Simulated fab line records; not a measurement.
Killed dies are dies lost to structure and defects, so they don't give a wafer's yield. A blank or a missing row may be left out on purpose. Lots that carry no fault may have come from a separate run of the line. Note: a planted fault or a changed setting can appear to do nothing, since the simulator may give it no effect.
Split-lot study | flow n5Finfet | 21 wafers read from 7 lots, route of 1938 steps

## ABOUT THE SPLIT
At N5_BEOL_M7_PECVD_70 (deposits SiO2 from TEOS/O2, target thk 20 nm, time 22.7 s), the setting tempC was moved away from the recipe's 400 C on 8 of the 21 wafers read, by -3.7% to +2.9%. This setting was run at the recipe's value on the other wafers.

The split's own step is where the reading is taken.

## THE READING
SiO2_of_BEOL_M7_PECVD_70.thkNm (the simulator's own value, which no gauge read), in nm, at N5_BEOL_M7_PECVD_70 (deposits SiO2 from TEOS/O2, target thk 20 nm, time 22.7 s). No usual value for it is given in the file. Average 19.8 nm, standard deviation 0.25 nm, over the 13 wafers here run with the recipe.

wafer  | tool, chamber at the split | tempC as run, C | against the recipe | SiO2_of_BEOL_M7_PECVD_70.thkNm, nm | against lot-mates on the recipe
L074.1 | pecvd-04, 0                | 391.5           | -2.1%              | 20.6                               | +0.9
L074.2 | pecvd-04, 1                | 400             | recipe             | 19.6                               | -
L074.6 | pecvd-04, 1                | 400             | recipe             | 19.8                               | -
L076.1 | pecvd-04, 1,0              | 400             | recipe             | 19.6                               | -
L076.2 | pecvd-04, 1,0              | 400             | recipe             | 19.6                               | -
L076.3 | pecvd-04, 0                | 400             | recipe             | 19.8                               | -
L082.1 | pecvd-03, 0                | 400             | recipe             | 19.8                               | -
L082.4 | pecvd-03, 2                | 400             | recipe             | 20                                 | -
L082.6 | pecvd-03, 1                | 400             | recipe             | 20.4                               | -
L087.4 | pecvd-03, 2                | 385.3           | -3.7%              | 22                                 | +1.8
L087.5 | pecvd-03, 1                | 385.3           | -3.7%              | 22.4                               | +2.2
L087.6 | pecvd-03, 0                | 400             | recipe             | 20.2                               | -
L089.1 | pecvd-04, 1                | 400             | recipe             | 19.6                               | -
L089.2 | pecvd-04, 0                | 394.3           | -1.4%              | 20.6                               | +1.0
L089.4 | pecvd-04, 2                | 394.3           | -1.4%              | 21                                 | +1.4
L094.1 | pecvd-01, 2                | 400             | recipe             | 19.6                               | -
L094.3 | pecvd-01, 0                | 400             | recipe             | 20                                 | -
L094.5 | pecvd-01, 2                | 411.6           | +2.9%              | 18.6                               | -1.2
L095.2 | pecvd-01, 2                | 389.6           | -2.6%              | 21.6                               | +1.6
L095.4 | pecvd-01, 1                | 389.6           | -2.6%              | 22                                 | +2.0
L095.6 | pecvd-01, 0                | 400             | recipe             | 20                                 | -
The file does not say which wafer passed through which chamber wherever a row lists several chambers: such a row stands for several wafers.

THE FIT
A straight line over all 21 wafers: SiO2_of_BEOL_M7_PECVD_70.thkNm changes by -0.6 nm for each +1% of tempC; r = -0.95; the points scatter about the line by 0.31 nm.
The same after taking each lot's own level away (the mean of its wafers on the recipe; 21 wafers): -0.552 nm for each +1%; r = -0.96; scatter 0.26 nm.
According to that fit, moving tempC by its largest amount changes the reading by 2 nm.
The span of the lots' own levels, 19.60 to 20.20 nm, comes to 2.4 times the standard deviation stated above.
Hence the lot-to-lot level has little effect on the slope; both slopes agree.
Check: +2.2 nm against its lot-mates is what the line predicts for one of the wafers moved furthest among these (-3.7%) when that wafer is left out of the fit. Against them it came out at +1.8 nm.

## ADDITIONAL SPLITS CARRIED BY THESE WAFERS
These wafers also went through other splits before the reading. Each is held against what the fit with the lots' levels taken away leaves over:
other split on the same wafers | wafers away from the commonest value | r with SiO2_of_BEOL_M7_PECVD_70.thkNm (lot level and that fit taken away)
N5_BEOL_M7_ILD_DEP_00 timeS    | 6                                    | -0.10

## THE FILE'S OWN FIT
SiO2_of_BEOL_M7_PECVD_70.thkNm changes by -0.543 nm for each +1% of tempC, r = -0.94.
